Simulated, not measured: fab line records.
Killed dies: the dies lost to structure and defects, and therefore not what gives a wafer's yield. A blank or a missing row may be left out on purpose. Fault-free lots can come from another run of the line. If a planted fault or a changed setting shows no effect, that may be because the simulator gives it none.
Chamber matching / flow n5Finfet / N5_BEOL_M0_SAQP_ETCH_83 on rieDiel-04 has 4 sister chambers
The step etches SiARC in CF4, target depth 39 nm, time 65 s. 8 wafers are shown with their chamber, then 9 later ones without.

## WAFERS PAIRED WITH THEIR CHAMBERS
wafer=L080.1; chamber=0; showerheadPlenumPTorr (Torr)=2.09; throttleValvePct (%)=15.60
wafer=L081.6; chamber=2; showerheadPlenumPTorr (Torr)=2.09; throttleValvePct (%)=16.20
wafer=L083.6; chamber=1; showerheadPlenumPTorr (Torr)=2.21; throttleValvePct (%)=15.81
wafer=L086.3; chamber=0; showerheadPlenumPTorr (Torr)=2.09; throttleValvePct (%)=15.61
wafer=L086.5; chamber=3; showerheadPlenumPTorr (Torr)=2.15; throttleValvePct (%)=15.88
wafer=L088.1; chamber=3; showerheadPlenumPTorr (Torr)=2.15; throttleValvePct (%)=15.91
wafer=L088.2; chamber=2; showerheadPlenumPTorr (Torr)=2.09; throttleValvePct (%)=15.63
wafer=L088.4; chamber=1; showerheadPlenumPTorr (Torr)=2.20; throttleValvePct (%)=15.83

## WAFERS WHOSE CHAMBER IS MISSING
wafer=L092.4; showerheadPlenumPTorr (Torr)=2.09; throttleValvePct (%)=15.65
wafer=L092.5; showerheadPlenumPTorr (Torr)=2.09; throttleValvePct (%)=15.64
wafer=L092.6; showerheadPlenumPTorr (Torr)=2.14; throttleValvePct (%)=15.91
wafer=L094.1; showerheadPlenumPTorr (Torr)=2.09; throttleValvePct (%)=15.66
wafer=L094.4; showerheadPlenumPTorr (Torr)=2.09; throttleValvePct (%)=15.64
wafer=L094.5; showerheadPlenumPTorr (Torr)=2.14; throttleValvePct (%)=15.91
wafer=L095.2; showerheadPlenumPTorr (Torr)=2.08; throttleValvePct (%)=15.66
wafer=L095.4; showerheadPlenumPTorr (Torr)=2.08; throttleValvePct (%)=15.64
wafer=L095.6; showerheadPlenumPTorr (Torr)=2.09; throttleValvePct (%)=15.65

## THE CHAMBER EACH PASSED THROUGH
wafer=L092.4; from the rows above=can't be placed: 0 or 2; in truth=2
wafer=L092.5; from the rows above=can't be placed: 0 or 2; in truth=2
wafer=L092.6; from the rows above=3; in truth=3
wafer=L094.1; from the rows above=can't be placed: 0 or 2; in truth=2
wafer=L094.4; from the rows above=can't be placed: 0 or 2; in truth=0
wafer=L094.5; from the rows above=3; in truth=3
wafer=L095.2; from the rows above=can't be placed: 0 or 2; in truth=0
wafer=L095.4; from the rows above=can't be placed: 0 or 2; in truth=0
wafer=L095.6; from the rows above=can't be placed: 0 or 2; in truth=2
2 of 9 placed correctly. Cannot be placed on the basis of these rows: 7; the candidates contain the true chamber in 7. Wrongly placed: 0.
How it was worked out, from the rows above alone: a wafer's distance from a chamber is the root of the sum, over the readings, of the square of ((its reading less the chamber's mean) divided by the reading's scatter). The wafer belongs to the nearest chamber; if the next one is less than 2 further off, it can't be placed. The mean given for a chamber averages the wafers shown for that chamber. The scatter: take each reading less its chamber's mean, square it, sum over the shown wafers, divide by the number of wafers less the number of chambers, and take the root.
